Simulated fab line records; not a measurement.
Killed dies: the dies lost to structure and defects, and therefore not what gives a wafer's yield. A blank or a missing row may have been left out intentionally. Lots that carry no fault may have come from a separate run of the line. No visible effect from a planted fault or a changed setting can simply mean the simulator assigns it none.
Chamber matching	flow n5Finfet	rieDiel-06 running N5_PASSIVATION_ETCH_54: 4 sister chambers
The step etches SiO2 in CHF3/O2, target depth 880 nm, time 440 s. 16 wafers are shown with their chamber, then 8 later ones without.

## WAFERS, EACH WITH ITS CHAMBER
wafer	chamber	showerheadPlenumPTorr (Torr)	rfVppV (V)	oesProductAu (a.u.)
L334.1	0	2.31	512	0.78
L334.3	3	2.35	531	0.84
L334.4	2	2.35	514	0.90
L338.1	1	2.52	524	0.81
L338.3	0	2.30	512	0.76
L338.6	3	2.35	530	0.83
L341.1	3	2.35	530	0.83
L341.3	1	2.52	522	0.81
L341.6	0	2.30	513	0.76
L344.1	2	2.34	512	0.86
L344.2	1	2.52	524	0.80
L344.5	3	2.34	530	0.81
L346.1	0	2.30	512	0.76
L346.5	2	2.34	514	0.86
L346.6	3	2.34	529	0.81
L347.1	2	2.34	514	0.86

SIGNATURES, as means of the wafers listed above
reading	chamber 0	chamber 1	chamber 2	chamber 3	scatter within a chamber
showerheadPlenumPTorr	2.3025	2.5200	2.3425	2.3460	0.00474
rfVppV	512.25	523.33	513.50	530.00	0.837
oesProductAu	0.7650	0.8067	0.8700	0.8240	0.0138
Rule: for a wafer and a chamber, the distance is found by dividing, reading by reading, the gap between the wafer's reading and the chamber's mean by the reading's scatter, squaring, summing and taking the root. The wafer belongs to the nearest chamber; if the next one is less than 2 further off, it can't be placed. The scatter: take each reading less its chamber's mean, square it, sum over the shown wafers, divide by the number of wafers less the number of chambers, and take the root.

## WAFERS WITHOUT THEIR CHAMBER
wafer	showerheadPlenumPTorr (Torr)	rfVppV (V)	oesProductAu (a.u.)
L347.2	2.30	512	0.75
L347.5	2.34	514	0.86
L352.2	2.34	514	0.84
L352.3	2.29	513	0.75
L352.5	2.34	529	0.80
L351.1	2.30	511	0.74
L351.2	2.34	530	0.80
L351.6	2.29	511	0.75

## EACH ONE'S CHAMBER
wafer	from the rows above	in truth
L347.2	0	0
L347.5	2	2
L352.2	2	2
L352.3	0	0
L352.5	3	3
L351.1	0	0
L351.2	3	3
L351.6	0	0
Correct placement for 8 of the 8. From these rows, 0 cannot be placed. Number placed wrongly: 0.
